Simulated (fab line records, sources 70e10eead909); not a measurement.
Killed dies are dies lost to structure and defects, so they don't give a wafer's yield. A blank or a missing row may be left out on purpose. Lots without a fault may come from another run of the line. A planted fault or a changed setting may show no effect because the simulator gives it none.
fab line records | flow nand_harc
record lots=12 wafers=36 last_day=24
route steps=1159 shown A_SGD_CUT@764 A_SLIT@791 END@1159
lots that met no fault: from a run of the same line without faults
start_h: hours from the record's first day to the start of the lot's first wafer shown | wait_h: hours since the lot's step before | " the same as in the row above | L1.1+2: a row that stands for several wafers | - no value, or no start given | * or withheld: withheld | < > ~ a bound
route shown NAME@n: a module of which the file shows steps, and the number in the route of the first | usual: mean/standard deviation of fault-free wafers | same: alike in all rows | chamber/n: place in a boat | sites: the reading at each site | _std_site: their standard deviation | _edge_site: outer sites' mean less inner sites' | radius_mm: how far each site lies from the wafer's centre | mask NAME#n: copy n | behind: the tool/chamber that last shaped the wafer | hold: why the lot was held/for how many hours/how that ended | device: the transistor (n, p or np) that didn't switch | end of line: the same wafers' tests at the end of the route | a step without rows: its recipe alone | killed: dies lost to structure and defects at the first sort, not the wafer's yield | map: a wafer's dies, x killed, . not, _ none there
set.NAME: the setting as run; set.NAME@STEP: as run at that earlier step | model.NAME: the simulator's own value behind a step, which no gauge read
steps of the route over a sample of lots; a table a step, a row a wafer
services: from which hour (start_h, from the record's first day; less than 0 if before it) a tool's chamber was out of use, for how many hours, and why
## steps
# step NHARC_A_SGD_CUT_ETCH_15
# recipe target_depth_a=750 time_s=64.3 ch3f_flow_sccm=50 o2_flow_sccm=30 ar_flow_sccm=200 rf_w=500 bias_w=100 chemistry=CH3F/O2
# usual drypump_motor_current_A=5.7/0.5 oes_product_au=0.966/0.018 rf_vpp_V=264.1/1.6 run_length_s=85.7/0.59 showerhead_plenum_p_Torr=2.47/0.088 throttle_valve_pct=20.663/0.0089
# columns lot.wafer tool chamber start_h wait_h drypump_motor_current_A oes_product_au rf_hours_counter_h rf_vpp_V run_length_s showerhead_plenum_p_Torr throttle_valve_pct
L104.1 rie_diel-06 2 - - 5.3 0.978 3 264.1 85.1 2.53 20.657
L104.2 " 3 " " 5.9 0.979 3 264.9 84.9 2.50 20.659
L104.5 " 1 " " 5.3 0.968 - 264.6 85.7 2.50 20.664
L107.4 rie_diel-02 2 - - 6.2 0.982 15 265.7 86.7 2.60 20.675
L107.3 " 0 " " 5.0 0.964 16 261.4 86.3 2.32 20.663
L107.6 " 2 " " 6.2 0.973 - 265.0 86.5 2.60 20.660
L108.3 rie_diel-06 0 - - 5.9 0.958 6 261.0 85.3 2.34 20.658
L108.2 " 1 " " 5.3 0.972 6 264.0 85.8 2.50 20.667
L108.5 " 2 " " 5.3 0.994 - 263.9 85.1 2.53 20.649
L106.2 rie_diel-06 0 - - 5.8 0.979 6 262.0 85.3 2.34 20.670
L106.5 " 2 " " 5.3 0.985 - 265.6 85.2 2.53 20.657
L106.4 " 0 " " 5.8 0.978 - 261.3 85.1 2.34 20.674
L111.4 rie_diel-02 1 - - 5.2 0.975 1 265.1 85.3 2.55 20.679
L111.1 " 2 " " 6.2 0.950 0 265.6 86.1 2.60 20.654
L111.2 " 3 " " 6.6 0.985 0 262.6 85.9 2.52 20.650
L109.3 rie_diel-06 1 - - 5.2 0.981 6 265.8 85.8 2.50 20.652
L109.2 " 3 " " 5.8 0.986 5 265.3 85.1 2.50 20.663
L109.6 " 2 " " 5.3 1.004 - 266.1 85.1 2.53 20.650
L114.2 rie_diel-06 3 - - 5.8 0.976 7 265.0 85.1 2.50 20.667
L114.1 " 0 " " 5.8 0.961 9 262.9 84.8 2.34 20.678
L114.6 " 3 " " 5.8 0.963 - 265.1 84.9 2.50 20.663
L120.3 rie_diel-02 1 - - 5.2 0.981 6 266.0 85.6 2.55 20.660
L120.1 " 0 " " 5.0 0.990 5 262.0 86.4 2.32 20.673
L120.6 " 1 " " 5.2 0.963 - 265.5 85.4 2.55 20.675
L121.1 rie_diel-06 0 - - 5.8 0.971 11 261.6 85.0 2.34 20.662
L121.4 " 2 " " 5.3 0.994 10 263.7 85.3 2.53 20.666
L121.6 " 0 " " 5.8 0.975 - 262.4 85.1 2.34 20.656
L119.2 rie_diel-06 0 - - 5.8 0.937 11 261.2 85.5 2.34 20.665
L119.1 " 3 " " 5.9 0.957 9 264.6 85.2 2.50 20.669
L119.5 " 1 " " 5.2 0.955 - 265.2 85.9 2.50 20.659
L124.1 rie_diel-06 3 - - 5.9 0.977 1 265.5 85.0 2.50 20.661
L124.4 " 0 " " 5.8 0.966 1 262.4 85.2 2.34 20.668
L124.6 " 3 " " 5.9 0.980 - 263.0 84.9 2.50 20.660
L125.3 rie_diel-02 1 - - 5.2 0.964 13 264.8 85.1 2.55 20.644
L125.1 " 3 " " 6.6 0.954 12 265.2 86.0 2.51 20.663
L125.6 " 1 " " 5.2 0.979 - 265.1 85.4 2.55 20.663
# step NHARC_A_SGD_CUT_THK_MEAS_22
# recipe thk_meas_gauge=ellipsometry
# usual thk_nm=148.1/1.4
# columns lot.wafer tool chamber start_h wait_h thk_nm
L104.1 film_metro-02 - 301.73 0.2 150.0
L104.2 " - " " 149.2
L104.5 " - " " 146.8
L107.3 film_metro-01 - 320.54 0.2 149.3
L107.4 " - " " 148.7
L107.6 " - " " 148.6
L106.2 film_metro-01 - 335.38 0.2 146.3
L106.4 " - " " 151.2
L106.5 " - " " 149.2
L108.2 film_metro-01 - 335.39 0.2 146.8
L108.3 " - " " 146.6
L108.5 " - " " 147.8
L109.2 film_metro-02 - 345.48 0.2 147.8
L109.3 " - " " 148.5
L109.6 " - " " 147.2
L111.1 film_metro-01 - 345.48 0.2 147.6
L111.2 " - " " 150.4
L111.4 " - " " 146.0
L114.1 film_metro-02 - 369.14 0.2 146.7
L114.2 " - " " 149.4
L114.6 " - " " 145.2
L120.1 film_metro-02 - 405.43 0.2 146.5
L120.3 " - " " 147.8
L120.6 " - " " 147.4
L121.1 film_metro-01 - 411.54 0.2 149.0
L121.4 " - " " 146.3
L121.6 " - " " 148.5
L119.1 film_metro-02 - 411.54 0.2 148.1
L119.2 " - " " 150.8
L119.5 " - " " 149.7
L124.1 film_metro-02 - 442.15 0.2 147.6
L124.4 " - " " 147.3
L124.6 " - " " 147.5
L125.1 film_metro-02 - 455.76 0.2 148.2
L125.3 " - " " 147.3
L125.6 " - " " 149.9
# step NHARC_A_SLIT_OVL_MEAS_10
# usual overlay_x_nm=0.2/0.7 overlay_y_nm=0.2/0.97
# columns lot.wafer tool chamber start_h wait_h overlay_x_nm overlay_y_nm
L104.1 overlay-02 - 312.15 - 0.4 1.2
L104.2 " - " " 0.6 0.9
L104.5 " - " " 0.8 0.9
L107.3 overlay-01 - 325.97 - 0.2 -0.9
L107.4 " - " " -0.3 -0.6
L107.6 " - " " 0.0 -0.9
L106.2 overlay-01 - 340.44 - -0.8 0.5
L106.4 " - " " -1.2 0.7
L106.5 " - " " -1.4 0.4
L108.2 overlay-01 - 340.60 - -0.7 -0.4
L108.3 " - " " -1.1 -0.3
L108.5 " - " " -0.8 0.3
L111.1 overlay-01 - 349.39 - -0.2 -0.8
L111.2 " - " " -0.7 -0.3
L111.4 " - " " -0.8 -0.7
L109.2 overlay-02 - 349.54 - 0.9 -0.6
L109.3 " - " " 0.2 -0.6
L109.6 " - " " 0.9 -0.8
L114.1 overlay-01 - 372.69 - 0.7 0.8
L114.2 " - " " 0.7 1.2
L114.6 " - " " 0.6 1.3
L120.1 overlay-02 - 410.74 - 1.1 -0.8
L120.3 " - " " 0.6 -0.7
L120.6 " - " " 0.7 0.4
L121.1 overlay-02 - 416.09 - 0.7 0.1
L121.4 " - " " 1.4 0.6
L121.6 " - " " 0.9 0.1
L119.1 overlay-02 - 417.27 - 0.0 -0.2
L119.2 " - " " -0.3 0.4
L119.5 " - " " -0.2 0.1
L124.1 overlay-01 - 446.80 - 1.3 0.4
L124.4 " - " " 1.1 0.3
L124.6 " - " " 0.8 0.1
L125.1 overlay-01 - 460.55 - 0.5 -0.2
L125.3 " - " " 0.6 0.1
L125.6 " - " " 0.9 0.0
# step NHARC_A_SLIT_ETCH_15
# recipe target_depth_a=32000 over_etch_frac=0.3 time_s=832 ion_energy_ev=150 o2_flow_sccm=400 cos_flow_sccm=20 ar_flow_sccm=0 rf_w=500 bias_w=300 chemistry=O2/COS
# usual drypump_motor_current_A=5.9/0.48 oes_product_au=0.999/0.016 rf_vpp_V=314.7/2.2 run_length_s=853.5/0.55 showerhead_plenum_p_Torr=3.15/0.14 throttle_valve_pct=28.329/0.009
# columns lot.wafer tool chamber start_h wait_h drypump_motor_current_A oes_product_au rf_hours_counter_h rf_vpp_V run_length_s showerhead_plenum_p_Torr throttle_valve_pct
L104.1 rie_diel-13 0 312.42 - 5.4 0.990 2 315.9 854.2 3.19 28.330
L104.2 " 3 " " 6.2 0.995 2 312.6 853.9 2.96 28.330
L104.5 " 1 " " 6.3 0.993 - 316.4 853.3 3.33 28.326
L107.3 rie_diel-07 0 326.24 - 6.3 1.000 8 310.7 853.8 2.94 28.344
L107.4 " 3 " " 6.2 0.977 7 315.4 853.1 3.13 28.346
L107.6 " 1 " " 6.7 1.000 - 313.3 853.6 3.10 28.331
L106.2 rie_diel-13 0 340.78 - 5.4 0.978 4 314.8 853.7 3.19 28.333
L106.4 " 2 " " 5.4 0.989 4 316.4 853.6 3.32 28.316
L106.5 " 0 " " 5.4 0.989 - 315.2 853.6 3.19 28.339
L108.2 rie_diel-10 3 340.87 - 6.6 1.000 12 313.2 852.3 3.06 28.327
L108.3 " 2 " " 5.8 0.995 11 317.9 853.6 3.32 28.324
L108.5 " 0 " " 6.0 0.983 - 312.5 852.7 2.97 28.322
L111.2 rie_diel-13 0 349.69 - 5.4 0.988 5 314.6 853.7 3.19 28.321
L111.1 " 2 " " 5.5 0.995 4 317.3 854.1 3.32 28.332
L111.4 " 3 " " 6.2 0.996 4 312.2 854.0 2.95 28.333
L109.2 rie_diel-13 2 350.20 - 5.5 0.999 4 317.3 853.7 3.32 28.326
L109.3 " 0 " " 5.4 0.982 5 316.5 853.6 3.19 28.317
L109.6 " 1 " " 6.3 0.995 - 318.3 853.2 3.33 28.348
L114.1 rie_diel-07 1 372.96 - 6.7 1.002 11 314.0 853.4 3.10 28.337
L114.2 " 3 " " 6.2 0.971 9 314.6 853.2 3.13 28.342
L114.6 " 2 " " 5.3 1.037 - 317.0 854.4 3.21 28.336
L120.3 rie_diel-10 1 411.07 - 5.3 1.018 3 314.2 852.6 3.20 28.323
L120.1 " 2 " " 5.9 0.994 3 316.0 853.7 3.32 28.334
L120.6 " 1 " " 5.2 1.010 - 314.8 852.8 3.20 28.326
L121.1 rie_diel-13 3 416.37 - 6.2 0.995 9 311.7 854.3 2.95 28.324
L121.4 " 1 " " 6.3 1.015 11 317.2 853.4 3.33 28.325
L121.6 " 0 " " 5.4 0.978 - 315.0 593.2 3.19 28.308
L119.1 rie_diel-07 1 417.66 - 6.7 0.985 0 314.3 853.5 3.10 28.332
L119.2 " 2 " " 5.3 1.025 0 316.8 853.5 3.21 28.314
L119.5 " 3 " " 6.2 0.971 - 315.1 853.2 3.13 28.333
L124.4 rie_diel-10 1 447.07 - 5.3 1.014 6 315.4 852.5 3.20 28.323
L124.1 " 2 " " 5.8 1.008 5 318.2 853.6 3.32 28.326
L124.6 " 1 " " 5.3 1.013 - 315.8 852.8 3.20 28.323
L125.3 rie_diel-07 3 460.93 - 6.2 0.973 4 313.9 853.2 3.13 28.318
L125.1 " 0 " " 6.2 1.003 4 311.3 854.0 2.93 28.330
L125.6 " 1 " " 6.7 0.969 - 313.2 853.5 3.10 28.315
# step NHARC_END_SORT_01
# recipe temp_c=25
# usual killed_at_array=25/10 killed_at_other=0.6/0.91 killed_at_periphery=3.6/2.9 killed_dies=29/10 killed_open=3.3/2 killed_short=1.9/1.5
# same gross_dies=677
# columns lot.wafer tool chamber start_h wait_h hold killed_at_array killed_at_other killed_at_periphery killed_dies killed_open killed_short
L104.1 prober-02 0 444.57 2.5 - 14 0 4 18 5 2
L104.2 prober-02 0 445.38 2.8 - 13 0 2 15 1 2
L104.5 prober-02 0 447.81 3.7 - 23 0 2 25 4 0
L108.2 prober-02 0 461.07 2.8 - 43 0 4 47 7 1
L108.3 prober-02 0 461.86 3.1 - 30 1 8 39 2 3
L108.5 prober-02 0 463.45 3.7 - 43 0 4 47 13 6
L107.3 prober-01 0 461.30 3.1 - 8 1 2 11 2 2
L107.4 prober-01 0 462.10 3.4 - 10 2 3 15 3 3
L107.6 prober-01 0 463.71 4.0 - 11 0 1 12 4 1
L106.2 prober-02 0 468.80 2.8 - 20 0 4 24 1 1
L106.4 prober-02 0 470.41 3.4 - 20 0 4 24 3 2
L106.5 prober-02 0 471.22 3.7 - 12 0 5 17 2 0
L111.1 prober-02 0 483.88 2.5 - 7 1 3 11 1 1
L111.2 prober-02 0 484.69 2.8 - 7 1 0 8 3 0
L111.4 prober-02 0 486.29 3.4 - 7 1 2 10 1 0
L109.2 prober-01 0 484.69 2.8 - 21 1 4 26 3 1
L109.3 prober-01 0 485.49 3.1 - 17 0 5 22 5 1
L109.6 prober-01 0 487.88 4.0 - 17 1 9 27 2 0
L114.1 prober-01 0 499.48 2.5 - 26 1 4 31 4 2
L114.2 prober-01 0 500.28 2.8 - 23 4 8 35 4 1
L114.6 prober-01 0 503.50 4.0 - 17 2 4 23 1 1
L120.1 prober-01 0 532.36 2.5 - 13 0 10 23 1 0
L120.3 prober-01 0 533.95 3.1 - 13 0 10 23 1 2
L120.6 prober-01 0 536.34 4.0 - 15 0 11 26 2 3
L119.1 prober-02 0 540.38 2.5 - 20 2 2 24 4 1
L119.2 prober-02 0 541.18 2.8 - 32 2 0 34 1 1
L119.5 prober-02 0 543.56 3.7 - 23 3 1 27 2 3
L121.1 prober-01 0 548.32 2.5 await_dispo/2.8h/release 36 2 2 40 2 1
L121.4 prober-01 0 550.73 3.4 await_dispo/2.8h/release 33 0 3 36 2 3
L121.6 prober-01 0 552.34 4.0 await_dispo/2.8h/release 673 2 2 677 2 0
L124.1 prober-01 0 559.32 2.5 - 28 0 2 30 4 3
L124.4 prober-01 0 561.73 3.4 - 33 0 8 41 3 1
L124.6 prober-01 0 563.35 4.0 - 24 1 3 28 1 2
L125.1 prober-01 0 573.20 2.5 - 14 0 8 22 4 0
L125.3 prober-01 0 574.81 3.1 - 13 0 4 17 5 2
L125.6 prober-01 0 577.22 4.0 - 14 0 8 22 4 3
# killed by level:class
L104.1 A_SLIT:chamber_film_flake=6 A_M0:geometric_particle:open=2 P_M1:chamber_film_flake=2 A_CHANNEL_HOLE_D1:chamber_film_flake=2 P_CONTACT:geometric_particle:open=1 P_M0:geometric_particle:short=1 A_CONTACT:geometric_particle:open=1 A_CONTACT:geometric_particle:short=1
L104.2 A_SLIT:chamber_film_flake=10 P_CONTACT:geometric_particle:short=1 P_M0:geometric_particle:open=1 A_CONTACT:geometric_particle:short=1 A_CHANNEL_HOLE_D1:chamber_film_flake=1 A_WL_FILL:chamber_film_flake=1
L104.5 A_SLIT:chamber_film_flake=12 A_CHANNEL_HOLE_D1:chamber_film_flake=3 A_CONTACT:chamber_film_flake=3 A_CHANNEL_FILL_D1:geometric_particle:open=1 A_WL_FILL:geometric_particle:open=1 A_BLC:geometric_particle:open=1 A_M0:geometric_particle:open=1 P_STI:chamber_film_flake=1
L108.2 A_CHANNEL_HOLE_D1:chamber_film_flake=17 A_SLIT:chamber_film_flake=14 A_CONTACT:chamber_film_flake=6 P_M1:geometric_particle:open=2 A_BLC:geometric_particle:open=2 P_M0:geometric_particle:open=1 A_ONON_D1:geometric_particle:short=1 A_CHANNEL_FILL_D1:geometric_particle:open=1
L107.3 A_CHANNEL_HOLE_D1:chamber_film_flake=2 P_M0:geometric_particle:open=1 A_CHANNEL_HOLE_D1:geometric_particle:short=1 A_CONTACT:geometric_particle:open=1 STARTING-WAFER:geometric_particle:short=1 P_M1:chamber_film_flake=1 A_ZERO_WELL:chamber_film_flake=1 A_SLIT:chamber_film_flake=1
L108.3 A_CHANNEL_HOLE_D1:chamber_film_flake=11 A_SLIT:chamber_film_flake=8 A_CONTACT:chamber_film_flake=7 P_M2:chamber_film_flake=4 P_GATE:geometric_particle:open=1 A_ONON_D1:geometric_particle:short=1 A_CHANNEL_HOLE_D1:geometric_particle:short=1 A_SGD_CUT:geometric_particle:short=1
L107.4 A_ZERO_WELL:chamber_film_flake=2 A_M0:chamber_film_flake=2 THIN_TSV:chamber_film_flake=2 P_CONTACT:geometric_particle:open=1 P_M1:geometric_particle:open=1 A_CHANNEL_FILL_D1:geometric_particle:short=1 A_SGD_CUT:geometric_particle:short=1 A_M0:geometric_particle:open=1
L108.5 A_SLIT:chamber_film_flake=12 A_CHANNEL_HOLE_D1:chamber_film_flake=7 A_CONTACT:chamber_film_flake=7 A_CONTACT:geometric_particle:open=4 A_ONON_D1:geometric_particle:short=2 A_CHANNEL_FILL_D1:geometric_particle:open=2 A_BLC:geometric_particle:open=2 A_M0:geometric_particle:open=2
L107.6 A_STAIRCASE:chamber_film_flake=3 A_M0:chamber_film_flake=2 P_CONTACT:geometric_particle:open=1 A_ONON_D1:geometric_particle:open=1 A_CONTACT:geometric_particle:short=1 A_CONTACT:geometric_particle:open=1 A_M1:geometric_particle:open=1 A_ZERO_WELL:chamber_film_flake=1
L106.2 A_SLIT:chamber_film_flake=11 A_CONTACT:chamber_film_flake=5 P_STI:chamber_film_flake=3 A_CHANNEL_HOLE_D1:chamber_film_flake=2 P_CONTACT:geometric_particle:open=1 A_SOURCE_PLATE:geometric_particle:short=1 A_STAIRCASE:chamber_film_flake=1
L106.4 A_SLIT:chamber_film_flake=10 A_CONTACT:chamber_film_flake=3 A_WL_FILL:geometric_particle:open=2 P_CONTACT:chamber_film_flake=2 A_CHANNEL_HOLE_D1:chamber_film_flake=2 P_M2:geometric_particle:open=1 A_CHANNEL_FILL_D1:geometric_particle:short=1 A_WL_FILL:geometric_particle:short=1
L106.5 A_SLIT:chamber_film_flake=8 P_STI:chamber_film_flake=2 P_CONTACT:chamber_film_flake=2 A_STAIRCASE:chamber_film_flake=2 P_GATE:geometric_particle:open=1 A_CONTACT:geometric_particle:open=1 A_CHANNEL_HOLE_D1:chamber_film_flake=1
L111.1 A_CHANNEL_HOLE_D1:chamber_film_flake=4 P_CONTACT:chamber_film_flake=2 A_ONON_D1:geometric_particle:short=1 A_M0:geometric_particle:open=1 P_BONDPAD:chamber_film_flake=1 A_STAIRCASE:chamber_film_flake=1 THIN_TSV:chamber_film_flake=1
L111.2 A_STAIRCASE:chamber_film_flake=3 A_ONON_D1:geometric_particle:open=1 A_BLC:geometric_particle:open=1 A_M0:geometric_particle:open=1 A_CHANNEL_HOLE_D1:chamber_film_flake=1 THIN_TSV:chamber_film_flake=1
L109.2 A_SLIT:chamber_film_flake=11 A_STAIRCASE:chamber_film_flake=3 A_CONTACT:chamber_film_flake=3 A_CHANNEL_HOLE_D1:chamber_film_flake=2 P_M0:geometric_particle:open=1 P_M1:geometric_particle:open=1 A_M0:geometric_particle:open=1 A_M0:geometric_particle:short=1
L109.3 A_SLIT:chamber_film_flake=8 P_M0:geometric_particle:open=2 P_BONDPAD:chamber_film_flake=2 A_CHANNEL_HOLE_D1:chamber_film_flake=2 A_CONTACT:chamber_film_flake=2 A_ONON_D1:geometric_particle:open=1 A_SLIT:geometric_particle:open=1 A_WL_FILL:geometric_particle:short=1
L111.4 A_CHANNEL_HOLE_D1:chamber_film_flake=4 P_CONTACT:chamber_film_flake=2 A_M0:geometric_particle:open=1 A_WL_FILL:chamber_film_flake=1 A_CONTACT:chamber_film_flake=1 THIN_TSV:chamber_film_flake=1
L109.6 A_SLIT:chamber_film_flake=11 P_STI:chamber_film_flake=3 P_BONDPAD:chamber_film_flake=3 A_CONTACT:chamber_film_flake=3 P_GATE:chamber_film_flake=2 A_STAIRCASE:chamber_film_flake=2 P_M0:geometric_particle:open=1 A_ONON_D1:geometric_particle:open=1
L114.1 A_SLIT:chamber_film_flake=9 A_CHANNEL_HOLE_D1:chamber_film_flake=6 A_BLC:geometric_particle:open=3 A_STAIRCASE:chamber_film_flake=3 A_CONTACT:chamber_film_flake=3 P_M1:geometric_particle:open=1 P_M1:geometric_particle:short=1 A_ONON_D1:geometric_particle:short=1
L114.2 A_SLIT:chamber_film_flake=10 P_ZERO_WELL:chamber_film_flake=4 A_CHANNEL_HOLE_D1:chamber_film_flake=3 A_STAIRCASE:chamber_film_flake=3 A_CONTACT:chamber_film_flake=3 THIN_TSV:chamber_film_flake=3 P_GATE:chamber_film_flake=2 A_M1:chamber_film_flake=2
L114.6 A_SLIT:chamber_film_flake=11 A_STAIRCASE:chamber_film_flake=4 P_GATE:chamber_film_flake=2 A_CHANNEL_HOLE_D1:chamber_film_flake=2 THIN_TSV:chamber_film_flake=2 P_M0:geometric_particle:open=1 P_M0:geometric_particle:short=1
L120.1 A_CONTACT:chamber_film_flake=8 P_ZERO_WELL:chamber_film_flake=6 A_STAIRCASE:chamber_film_flake=4 P_GATE:chamber_film_flake=2 P_CONTACT:geometric_particle:open=1 P_M2:chamber_film_flake=1 A_CHANNEL_HOLE_D1:chamber_film_flake=1
L120.3 P_ZERO_WELL:chamber_film_flake=8 A_CHANNEL_HOLE_D1:chamber_film_flake=3 A_STAIRCASE:chamber_film_flake=3 A_ZERO_WELL:chamber_film_flake=2 A_CONTACT:chamber_film_flake=2 P_M1:geometric_particle:open=1 A_ONON_D1:geometric_particle:short=1 A_CONTACT:geometric_particle:short=1
L120.6 P_ZERO_WELL:chamber_film_flake=7 A_CHANNEL_HOLE_D1:chamber_film_flake=4 A_STAIRCASE:chamber_film_flake=4 A_CONTACT:chamber_film_flake=3 P_M0:geometric_particle:open=1 P_M2:geometric_particle:short=1 A_CHANNEL_FILL_D1:geometric_particle:open=1 A_SLIT:geometric_particle:short=1
L119.1 A_STAIRCASE:chamber_film_flake=8 A_CHANNEL_HOLE_D1:chamber_film_flake=7 A_BLC:chamber_film_flake=2 P_CONTACT:geometric_particle:open=1 A_CHANNEL_FILL_D1:geometric_particle:open=1 A_CONTACT:geometric_particle:open=1 A_CONTACT:geometric_particle:short=1 STARTING-WAFER:geometric_particle:open=1
L119.2 A_CHANNEL_HOLE_D1:chamber_film_flake=22 A_STAIRCASE:chamber_film_flake=4 A_CONTACT:chamber_film_flake=2 HYBRID_BOND:chamber_film_flake=2 A_CHANNEL_FILL_D1:geometric_particle:open=1 A_BLC:geometric_particle:short=1 A_SLIT:chamber_film_flake=1 A_WL_FILL:chamber_film_flake=1
L119.5 A_CHANNEL_HOLE_D1:chamber_film_flake=9 A_STAIRCASE:chamber_film_flake=3 A_CONTACT:chamber_film_flake=3 HYBRID_BOND:chamber_film_flake=3 A_WL_FILL:geometric_particle:short=2 A_BLC:chamber_film_flake=2 P_M0:geometric_particle:open=1 A_BLC:geometric_particle:short=1
L121.1 A_SLIT:chamber_film_flake=17 A_STAIRCASE:chamber_film_flake=10 A_CONTACT:chamber_film_flake=5 THIN_TSV:chamber_film_flake=2 A_ONON_D1:geometric_particle:short=1 A_CHANNEL_HOLE_D1:chamber_film_flake=1 A_CHANNEL_FILL_D1:geometric_particle:open=1 A_CONTACT:geometric_particle:open=1
L121.4 A_SLIT:chamber_film_flake=13 A_CHANNEL_HOLE_D1:chamber_film_flake=6 A_CONTACT:chamber_film_flake=6 A_STAIRCASE:chamber_film_flake=4 P_M0:geometric_particle:open=1 P_M2:geometric_particle:short=1 A_ONON_D1:geometric_particle:open=1 A_CHANNEL_FILL_D1:geometric_particle:short=1
L121.6 A_SLIT:area_etch=636 A_SLIT:chamber_film_flake=16 A_CONTACT:chamber_film_flake=8 A_STAIRCASE:chamber_film_flake=5 A_CHANNEL_HOLE_D1:chamber_film_flake=3 P_ZERO_WELL:chamber_film_flake=2 A_BLC:chamber_film_flake=2 THIN_TSV:chamber_film_flake=2
L124.1 A_CHANNEL_HOLE_D1:chamber_film_flake=9 A_CONTACT:chamber_film_flake=7 A_WL_FILL:chamber_film_flake=3 P_M0:geometric_particle:short=1 A_ONON_D1:geometric_particle:short=1 A_CHANNEL_HOLE_D1:geometric_particle:open=1 A_CHANNEL_FILL_D1:geometric_particle:short=1 A_CHANNEL_FILL_D1:geometric_particle:open=1
L124.4 A_CHANNEL_HOLE_D1:chamber_film_flake=12 A_CONTACT:chamber_film_flake=6 A_BLC:chamber_film_flake=5 P_STI:chamber_film_flake=4 A_STAIRCASE:chamber_film_flake=3 P_GATE:chamber_film_flake=2 A_SGD_CUT:chamber_film_flake=2 A_WL_FILL:chamber_film_flake=2
L124.6 A_CONTACT:chamber_film_flake=8 A_CHANNEL_HOLE_D1:chamber_film_flake=5 A_STAIRCASE:chamber_film_flake=4 A_WL_FILL:chamber_film_flake=2 A_SOURCE_PLATE:geometric_particle:short=1 A_CHANNEL_FILL_D1:geometric_particle:open=1 A_WL_FILL:geometric_particle:short=1 P_STI:chamber_film_flake=1
L125.1 A_CHANNEL_HOLE_D1:chamber_film_flake=8 P_GATE:chamber_film_flake=5 A_STAIRCASE:chamber_film_flake=2 A_WL_FILL:chamber_film_flake=2 P_CONTACT:geometric_particle:open=1 P_M0:geometric_particle:open=1 A_CHANNEL_FILL_D1:geometric_particle:open=1 A_SGD_CUT:geometric_particle:open=1
L125.3 A_CHANNEL_HOLE_D1:chamber_film_flake=5 A_CONTACT:chamber_film_flake=2 P_M0:geometric_particle:open=1 P_M2:geometric_particle:open=1 A_SOURCE_PLATE:geometric_particle:short=1 A_ONON_D1:geometric_particle:short=1 A_CONTACT:geometric_particle:open=1 A_BLC:geometric_particle:open=1
L125.6 A_CHANNEL_HOLE_D1:chamber_film_flake=5 A_CONTACT:chamber_film_flake=3 P_ZERO_WELL:chamber_film_flake=2 P_GATE:chamber_film_flake=2 A_STAIRCASE:chamber_film_flake=2 P_GATE:geometric_particle:short=1 P_CONTACT:geometric_particle:open=1 P_M0:geometric_particle:short=1
## services
# columns tool chamber start_h hours kind
rie_diel-06 0 274.70 - clean
rie_diel-06 1 274.70 - clean
rie_diel-06 2 274.70 - clean
rie_diel-13 - 276.00 9.0 pm
rie_diel-07 3 281.40 2.4 repair
rie_diel-02 3 290.00 5.7 repair
rie_diel-10 - 294.21 0.8 repair
rie_diel-02 2 297.93 1.4 repair
rie_diel-02 - 327.70 9.0 pm
rie_diel-13 - 338.46 0.8 repair
rie_diel-06 3 348.72 4.3 repair
rie_diel-10 - 353.50 9.0 pm
rie_diel-06 2 362.39 12.5 repair
rie_diel-10 - 385.86 0.3 repair
rie_diel-07 - 388.62 3.5 repair
rie_diel-13 0 395.96 3.3 repair
rie_diel-07 - 405.20 9.0 pm
rie_diel-06 - 418.20 9.0 pm
rie_diel-06 2 430.47 4.1 repair
rie_diel-10 2 440.87 4.6 repair
rie_diel-02 2 442.18 7.8 repair
rie_diel-06 3 442.27 10.6 repair
rie_diel-13 - 453.00 9.0 pm
rie_diel-02 0 454.67 3.7 repair
## key
first_sign step=NHARC_A_SLIT_ETCH_15 reading=run_length_s direction=down sigmas=99+ usual=* struck=*
effect step=NHARC_END_SORT_01 reading=killed_dies direction=up sigmas=63 usual=29 struck=677
more_kills_born_at NHARC_A_SLIT_ETCH_15@rie_diel-13=636
met_at NHARC_A_SLIT_ETCH_15
struck_lots L121
struck_wafers L121.6
later_rows_left_out L121.6
tester_left_out L121
not_acting_at NHARC_A_SGD_CUT_ETCH_15,NHARC_A_SGD_CUT_THK_MEAS_22,NHARC_A_SLIT_OVL_MEAS_10
onset_between 350.20 416.37
fault kind=process_parameter_drift tool=rie_diel-13 chamber=0 onset_h=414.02 steps=NHARC_A_SLIT_ETCH_15 channel=time_s offset=* shape=step end_h=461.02 acts_in=* stated=*
# tester_left_out: of these lots the tester's yield and bins aren't shown, on N5 and GAA mostly nor the transistor test; their killed dies are dies lost to structure and defects alone, not to doping, threshold or leakage, so they don't give the yield
# later_rows_left_out: the simulator's readings of these wafers behind a module that went badly wrong aren't trusted and aren't shown, but for the sort
